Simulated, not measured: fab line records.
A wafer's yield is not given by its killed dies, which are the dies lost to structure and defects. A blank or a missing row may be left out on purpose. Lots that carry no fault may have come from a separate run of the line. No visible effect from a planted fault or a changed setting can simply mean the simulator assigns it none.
fab line records / flow nand-harc
[record] lots = 6 wafers = 18 last-day = 33
route steps=1302 shown A_CHANNEL_FILL_D1@515 A_DECK1_JOINT@518 END@1302
lots that met no fault: taken from a fault-free run of the same line
start-h: hours from the record's opening day to when the first of the lot's shown wafers began / wait-h: hours elapsed since this lot's preceding step / " the same as in the row above / L1.1+2: one row covering several wafers at once / - no value, or no start given / * or withheld: withheld / < > ~ a bound
route shown NAME@n: NAME is a module with steps in the file, n the number in the route of the first one / usual: mean/standard deviation of fault-free wafers / same: alike in all rows / chamber/n: place in a boat / sites: the reading at each site / _std_site: standard deviation across them / _edge_site: outer sites' mean less inner sites' / radius-mm: for every site, how far away it sits from the centre of the wafer / mask NAME#n: copy n / behind: the tool/chamber that last shaped the wafer / hold: cause of the lot's hold/its duration in hours/its outcome / device: which transistor (n, p or np) failed to switch / end of line: tests run on the same wafers once the route is complete / for a step that has no rows: nothing shown but its recipe / killed: dies lost to structure and defects at the first sort, not the wafer's yield / map: shows each die of a wafer: x if killed, . if not, _ if none is there
set.NAME: setting as actually run; set.NAME@STEP: the setting as run at that earlier step / model.NAME: the simulator's own value behind a step, which no gauge read
lots at selected steps of the route; one table per step, one row per wafer
services: when a tool's chamber went out of use (start-h, in hours from the record's first day, below 0 if earlier), for how many hours, and the reason
[[steps]]
[step NHARC_A_CHANNEL_FILL_D1_SRD_12]
[step NHARC_A_CHANNEL_FILL_D1_INSPECT_13]
[usual] raw-defect-count = 305/110
lot.wafer=L895.2 tool=defect-inspect-01 chamber=- start-h=231.23 wait-h=0.0 raw-defect-count=347
lot.wafer=L895.5 tool=defect-inspect-01 chamber=- start-h=231.23 wait-h=0.0 raw-defect-count=312
lot.wafer=L895.6 tool=defect-inspect-01 chamber=- start-h=231.23 wait-h=0.0 raw-defect-count=291
lot.wafer=L900.2 tool=defect-inspect-02 chamber=- start-h=290.97 wait-h=0.0 raw-defect-count=189
lot.wafer=L900.3 tool=defect-inspect-02 chamber=- start-h=290.97 wait-h=0.0 raw-defect-count=242
lot.wafer=L900.5 tool=defect-inspect-02 chamber=- start-h=290.97 wait-h=0.0 raw-defect-count=310
lot.wafer=L902.1 tool=defect-inspect-01 chamber=- start-h=304.00 wait-h=0.0 raw-defect-count=227
lot.wafer=L902.2 tool=defect-inspect-01 chamber=- start-h=304.00 wait-h=0.0 raw-defect-count=366
lot.wafer=L902.6 tool=defect-inspect-01 chamber=- start-h=304.00 wait-h=0.0 raw-defect-count=333
lot.wafer=L912.2 tool=defect-inspect-02 chamber=- start-h=405.89 wait-h=0.0 raw-defect-count=458
lot.wafer=L912.5 tool=defect-inspect-02 chamber=- start-h=405.89 wait-h=0.0 raw-defect-count=422
lot.wafer=L912.6 tool=defect-inspect-02 chamber=- start-h=405.89 wait-h=0.0 raw-defect-count=185
lot.wafer=L913.2 tool=defect-inspect-01 chamber=- start-h=421.72 wait-h=0.0 raw-defect-count=528
lot.wafer=L913.3 tool=defect-inspect-01 chamber=- start-h=421.72 wait-h=0.0 raw-defect-count=350
lot.wafer=L913.5 tool=defect-inspect-01 chamber=- start-h=421.72 wait-h=0.0 raw-defect-count=392
lot.wafer=L916.1 tool=defect-inspect-01 chamber=- start-h=453.86 wait-h=0.0 raw-defect-count=162
lot.wafer=L916.3 tool=defect-inspect-01 chamber=- start-h=453.86 wait-h=0.0 raw-defect-count=298
lot.wafer=L916.5 tool=defect-inspect-01 chamber=- start-h=453.86 wait-h=0.0 raw-defect-count=431
[step NHARC_A_DECK1_JOINT_ETCHBACK_07]
[recipe] target-depth-a = 1050 time-s = 26.9 hbr-flow-sccm = 150 rf-w = 350 icp-w = 350 bias-w = 60 chemistry = HBr
[usual] bias-w = 60.02/0.19 drypump-motor-current-A = 5.8/0.59 oes-product-au = 1.000/0.01 throttle-valve-pct = 23.266/0.0092
lot.wafer=L895.2 tool=rie-si-02 chamber=0 start-h=231.29 wait-h=0.1 bias-w=60.29 drypump-motor-current-A=5.2 oes-product-au=0.989 rf-hours-counter-h=0.7 throttle-valve-pct=23.267
lot.wafer=L895.5 tool=rie-si-02 chamber=0 start-h=231.29 wait-h=0.1 bias-w=60.10 drypump-motor-current-A=5.2 oes-product-au=0.984 rf-hours-counter-h=- throttle-valve-pct=23.261
lot.wafer=L895.6 tool=rie-si-02 chamber=1 start-h=231.29 wait-h=0.1 bias-w=59.84 drypump-motor-current-A=6.4 oes-product-au=0.995 rf-hours-counter-h=- throttle-valve-pct=23.264
lot.wafer=L900.3 tool=rie-si-04 chamber=0 start-h=291.06 wait-h=0.1 bias-w=59.81 drypump-motor-current-A=5.5 oes-product-au=1.007 rf-hours-counter-h=0.7 throttle-valve-pct=23.274
lot.wafer=L900.2 tool=rie-si-04 chamber=1 start-h=291.06 wait-h=0.1 bias-w=59.62 drypump-motor-current-A=5.8 oes-product-au=0.993 rf-hours-counter-h=0.6 throttle-valve-pct=23.251
lot.wafer=L900.5 tool=rie-si-04 chamber=2 start-h=291.06 wait-h=0.1 bias-w=59.97 drypump-motor-current-A=6.2 oes-product-au=0.997 rf-hours-counter-h=- throttle-valve-pct=23.272
lot.wafer=L902.1 tool=rie-si-02 chamber=2 start-h=304.07 wait-h=0.1 bias-w=60.03 drypump-motor-current-A=5.2 oes-product-au=1.005 rf-hours-counter-h=0.2 throttle-valve-pct=23.255
lot.wafer=L902.2 tool=rie-si-02 chamber=0 start-h=304.07 wait-h=0.1 bias-w=59.73 drypump-motor-current-A=5.2 oes-product-au=0.987 rf-hours-counter-h=0.2 throttle-valve-pct=23.268
lot.wafer=L902.6 tool=rie-si-02 chamber=1 start-h=304.07 wait-h=0.1 bias-w=60.17 drypump-motor-current-A=6.4 oes-product-au=1.001 rf-hours-counter-h=- throttle-valve-pct=23.283
lot.wafer=L912.2 tool=rie-si-05 chamber=3 start-h=405.96 wait-h=0.1 bias-w=59.98 drypump-motor-current-A=5.0 oes-product-au=1.003 rf-hours-counter-h=0.5 throttle-valve-pct=23.261
lot.wafer=L912.5 tool=rie-si-05 chamber=2 start-h=405.96 wait-h=0.1 bias-w=60.23 drypump-motor-current-A=6.0 oes-product-au=1.009 rf-hours-counter-h=- throttle-valve-pct=23.268
lot.wafer=L912.6 tool=rie-si-05 chamber=3 start-h=405.96 wait-h=0.1 bias-w=59.82 drypump-motor-current-A=5.0 oes-product-au=0.998 rf-hours-counter-h=- throttle-valve-pct=23.254
lot.wafer=L913.3 tool=rie-si-05 chamber=0 start-h=421.79 wait-h=0.1 bias-w=60.12 drypump-motor-current-A=5.5 oes-product-au=0.984 rf-hours-counter-h=0.7 throttle-valve-pct=23.270
lot.wafer=L913.2 tool=rie-si-05 chamber=2 start-h=421.79 wait-h=0.1 bias-w=59.89 drypump-motor-current-A=6.0 oes-product-au=1.016 rf-hours-counter-h=0.6 throttle-valve-pct=23.263
lot.wafer=L913.5 tool=rie-si-05 chamber=1 start-h=421.79 wait-h=0.1 bias-w=60.11 drypump-motor-current-A=5.2 oes-product-au=0.999 rf-hours-counter-h=- throttle-valve-pct=23.283
lot.wafer=L916.3 tool=rie-si-02 chamber=0 start-h=453.94 wait-h=0.1 bias-w=60.02 drypump-motor-current-A=5.2 oes-product-au=0.996 rf-hours-counter-h=1.1 throttle-valve-pct=23.260
lot.wafer=L916.1 tool=rie-si-02 chamber=2 start-h=453.94 wait-h=0.1 bias-w=59.94 drypump-motor-current-A=5.2 oes-product-au=0.988 rf-hours-counter-h=1.2 throttle-valve-pct=23.255
lot.wafer=L916.5 tool=rie-si-02 chamber=0 start-h=453.94 wait-h=0.1 bias-w=59.89 drypump-motor-current-A=5.2 oes-product-au=0.994 rf-hours-counter-h=- throttle-valve-pct=23.266
[step NHARC_A_DECK1_JOINT_ETCH_25]
[recipe] target-depth-a = 5 chemistry = dHF material = SiO2
[step NHARC_A_DECK1_JOINT_ETCH_19]
[recipe] temp-c = 25 target-depth-a = 30 chemistry = TMAH material = poly-Si
[step NHARC_A_DECK1_JOINT_ETCH_18]
[recipe] target-depth-a = 30 chemistry = dHF material = SiO2
[step NHARC_A_DECK1_JOINT_WET_08]
[recipe] temp-c = 160 time-s = 86 chemistry = H3PO4
[step NHARC_A_DECK1_JOINT_ETCH_09]
[recipe] target-depth-a = 50 chemistry = dHF material = SiO2
[step NHARC_A_DECK1_JOINT_WET_10]
[recipe] temp-c = 160 time-s = 86 chemistry = H3PO4
[step NHARC_A_DECK1_JOINT_ETCH_11]
[recipe] target-depth-a = 350 chemistry = dHF material = SiO2
[step NHARC_A_DECK1_JOINT_CVD_12]
[recipe] target-thk-a = 900 temp-c = 620 pressure-mtorr = 200 time-s = 1800 material = poly-Si
[step NHARC_A_DECK1_JOINT_CMP_13]
[recipe] target-thk-nm = 51.023
[usual] motor-current-A = 11.4/1.2 time-to-endpoint-s = 8.7/2
lot.wafer=L895.2 tool=cmp-01 chamber=0 start-h=241.59 wait-h=0.4 motor-current-A=11.2 time-to-endpoint-s=8.0
lot.wafer=L895.6 tool=cmp-01 chamber=0 start-h=241.59 wait-h=0.4 motor-current-A=11.2 time-to-endpoint-s=9.4
lot.wafer=L895.5 tool=cmp-01 chamber=1 start-h=241.59 wait-h=0.4 motor-current-A=10.2 time-to-endpoint-s=13.1
lot.wafer=L900.3 tool=cmp-04 chamber=0 start-h=301.18 wait-h=0.4 motor-current-A=13.3 time-to-endpoint-s=5.3
lot.wafer=L900.2 tool=cmp-04 chamber=3 start-h=301.18 wait-h=0.4 motor-current-A=10.2 time-to-endpoint-s=7.0
lot.wafer=L900.5 tool=cmp-04 chamber=1 start-h=301.18 wait-h=0.4 motor-current-A=11.5 time-to-endpoint-s=7.4
lot.wafer=L902.2 tool=cmp-01 chamber=3 start-h=314.61 wait-h=0.4 motor-current-A=9.6 time-to-endpoint-s=7.0
lot.wafer=L902.1 tool=cmp-01 chamber=1 start-h=314.61 wait-h=0.4 motor-current-A=10.0 time-to-endpoint-s=11.5
lot.wafer=L902.6 tool=cmp-01 chamber=2 start-h=314.61 wait-h=0.4 motor-current-A=10.8 time-to-endpoint-s=11.1
lot.wafer=L912.2 tool=cmp-04 chamber=3 start-h=416.32 wait-h=0.4 motor-current-A=10.8 time-to-endpoint-s=6.2
lot.wafer=L912.5 tool=cmp-04 chamber=2 start-h=416.32 wait-h=0.4 motor-current-A=11.7 time-to-endpoint-s=17.0
lot.wafer=L912.6 tool=cmp-04 chamber=3 start-h=416.32 wait-h=0.4 motor-current-A=10.3 time-to-endpoint-s=7.1
lot.wafer=L913.3 tool=cmp-04 chamber=3 start-h=432.65 wait-h=0.4 motor-current-A=10.3 time-to-endpoint-s=11.0
lot.wafer=L913.2 tool=cmp-04 chamber=2 start-h=432.65 wait-h=0.4 motor-current-A=11.0 time-to-endpoint-s=18.5
lot.wafer=L913.5 tool=cmp-04 chamber=0 start-h=432.65 wait-h=0.4 motor-current-A=12.6 time-to-endpoint-s=7.6
lot.wafer=L916.3 tool=cmp-01 chamber=1 start-h=464.02 wait-h=0.4 motor-current-A=10.3 time-to-endpoint-s=10.9
lot.wafer=L916.1 tool=cmp-01 chamber=0 start-h=464.02 wait-h=0.4 motor-current-A=12.0 time-to-endpoint-s=6.8
lot.wafer=L916.5 tool=cmp-01 chamber=1 start-h=464.02 wait-h=0.4 motor-current-A=10.6 time-to-endpoint-s=8.9
[step NHARC_A_DECK1_JOINT_THK_MEAS_14]
[recipe] thk-meas-gauge = ellipsometry
[usual] thk-nm = 50.9/1.2
lot.wafer=L895.2 tool=film-metro-02 chamber=- start-h=241.85 wait-h=0.2 thk-nm=50.7
lot.wafer=L895.5 tool=film-metro-02 chamber=- start-h=241.85 wait-h=0.2 thk-nm=52.7
lot.wafer=L895.6 tool=film-metro-02 chamber=- start-h=241.85 wait-h=0.2 thk-nm=52.6
lot.wafer=L900.2 tool=film-metro-01 chamber=- start-h=301.44 wait-h=0.2 thk-nm=50.5
lot.wafer=L900.3 tool=film-metro-01 chamber=- start-h=301.44 wait-h=0.2 thk-nm=49.9
lot.wafer=L900.5 tool=film-metro-01 chamber=- start-h=301.44 wait-h=0.2 thk-nm=50.0
lot.wafer=L902.1 tool=film-metro-02 chamber=- start-h=314.85 wait-h=0.2 thk-nm=53.4
lot.wafer=L902.2 tool=film-metro-02 chamber=- start-h=314.85 wait-h=0.2 thk-nm=50.3
lot.wafer=L902.6 tool=film-metro-02 chamber=- start-h=314.85 wait-h=0.2 thk-nm=52.3
lot.wafer=L912.2 tool=film-metro-01 chamber=- start-h=416.55 wait-h=0.2 thk-nm=50.5
lot.wafer=L912.5 tool=film-metro-01 chamber=- start-h=416.55 wait-h=0.2 thk-nm=49.9
lot.wafer=L912.6 tool=film-metro-01 chamber=- start-h=416.55 wait-h=0.2 thk-nm=48.7
lot.wafer=L913.2 tool=film-metro-02 chamber=- start-h=432.91 wait-h=0.2 thk-nm=49.9
lot.wafer=L913.3 tool=film-metro-02 chamber=- start-h=432.91 wait-h=0.2 thk-nm=50.6
lot.wafer=L913.5 tool=film-metro-02 chamber=- start-h=432.91 wait-h=0.2 thk-nm=51.7
lot.wafer=L916.1 tool=film-metro-02 chamber=- start-h=464.27 wait-h=0.2 thk-nm=52.6
lot.wafer=L916.3 tool=film-metro-02 chamber=- start-h=464.27 wait-h=0.2 thk-nm=52.1
lot.wafer=L916.5 tool=film-metro-02 chamber=- start-h=464.27 wait-h=0.2 thk-nm=52.6
[step NHARC_END_SORT_01]
[recipe] temp-c = 25
[usual] killed-at-array = 54/17 killed-at-other = 1.0/1.4 killed-at-periphery = 3.6/2.1 killed-dies = 58/17 killed-open = 3.2/2 killed-short = 2.5/1.5
[same] gross-dies = 677
lot.wafer=L913.2 tool=prober-01 chamber=0 start-h=765.69 wait-h=2.8 killed-at-array=32 killed-at-other=0 killed-at-periphery=2 killed-dies=34 killed-open=0 killed-short=1
lot.wafer=L913.3 tool=prober-01 chamber=0 start-h=766.50 wait-h=3.1 killed-at-array=31 killed-at-other=1 killed-at-periphery=1 killed-dies=33 killed-open=1 killed-short=2
lot.wafer=L913.5 tool=prober-01 chamber=0 start-h=768.11 wait-h=3.7 killed-at-array=38 killed-at-other=0 killed-at-periphery=3 killed-dies=41 killed-open=7 killed-short=4
// killed by level:class
L913.2 A_CHANNEL_HOLE_D1:chamber-film-flake=13 A_CONTACT:chamber-film-flake=6 A_WL_FILL:chamber-film-flake=5 A_STAIRCASE:chamber-film-flake=3 A_SLIT:chamber-film-flake=2 A_SGD_CUT:geometric-particle:short=1 P_ZERO_WELL:chamber-film-flake=1 P_M2:chamber-film-flake=1
L913.3 A_CHANNEL_HOLE_D1:chamber-film-flake=12 A_CONTACT:chamber-film-flake=9 A_CHANNEL_FILL_D1:chamber-film-flake=3 A_STAIRCASE:chamber-film-flake=2 A_WL_FILL:chamber-film-flake=2 P_M0:geometric-particle:open=1 A_ONON_D1:geometric-particle:short=1 A_CHANNEL_FILL_D1:geometric-particle:short=1
L913.5 A_CHANNEL_HOLE_D1:chamber-film-flake=14 A_CONTACT:chamber-film-flake=9 A_M0:geometric-particle:open=3 A_SLIT:chamber-film-flake=3 P_ZERO_WELL:chamber-film-flake=2 A_CHANNEL_HOLE_D1:geometric-particle:short=2 A_WL_FILL:geometric-particle:open=2 P_M0:geometric-particle:open=1
[[services]]
tool=cmp-04 chamber=- start-h=209.00 hours=4.0 kind=pm
tool=cmp-01 chamber=- start-h=254.32 hours=4.8 kind=repair
tool=rie-si-02 chamber=3 start-h=262.91 hours=8.5 kind=repair
tool=cmp-01 chamber=- start-h=264.11 hours=0.5 kind=repair
tool=cmp-04 chamber=- start-h=265.00 hours=1.0 kind=repair
tool=cmp-04 chamber=- start-h=267.25 hours=0.5 kind=repair
tool=cmp-04 chamber=- start-h=275.69 hours=1.5 kind=repair
tool=rie-si-02 chamber=- start-h=277.00 hours=9.0 kind=pm
tool=cmp-01 chamber=- start-h=287.77 hours=4.0 kind=pm
tool=rie-si-05 chamber=1 start-h=293.44 hours=1.9 kind=repair
tool=rie-si-05 chamber=- start-h=305.00 hours=9.0 kind=pm
tool=cmp-04 chamber=- start-h=307.00 hours=4.0 kind=pm
tool=rie-si-02 chamber=1 start-h=317.51 hours=4.4 kind=repair
tool=cmp-04 chamber=- start-h=358.14 hours=1.1 kind=repair
tool=rie-si-02 chamber=3 start-h=358.47 hours=2.8 kind=repair
tool=cmp-04 chamber=- start-h=368.72 hours=0.4 kind=repair
tool=rie-si-05 chamber=- start-h=379.79 hours=1.4 kind=repair
tool=cmp-01 chamber=- start-h=385.77 hours=4.0 kind=pm
tool=cmp-04 chamber=- start-h=395.01 hours=0.4 kind=repair
tool=cmp-04 chamber=- start-h=405.00 hours=4.0 kind=pm
tool=cmp-04 chamber=- start-h=409.01 hours=4.3 kind=repair
tool=cmp-01 chamber=- start-h=413.61 hours=3.9 kind=repair
tool=cmp-01 chamber=- start-h=449.08 hours=0.7 kind=repair
tool=cmp-04 chamber=- start-h=451.83 hours=1.2 kind=repair
[[key]]
[first-sign] step = NHARC_A_DECK1_JOINT_CMP_13 reading = time-to-endpoint-s direction = up sigmas = 4.5 usual = * struck = *
effect none on later readings
met-at NHARC_A_DECK1_JOINT_CMP_13
struck-wafers L912.5,L913.2
tester-left-out L912,L913
[fault] kind = process-parameter-drift tool = cmp-04 chamber = 2 onset-h = 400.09 steps = NHARC_A_DECK1_JOINT_CMP_13 channel = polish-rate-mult offset = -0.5 shape = step end-h = 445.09
// tester-left-out: of these lots the tester's yield and bins aren't shown, on N5 and GAA mostly nor the transistor test; their killed dies are dies lost to structure and defects alone, not to doping, threshold or leakage, so they don't give the yield
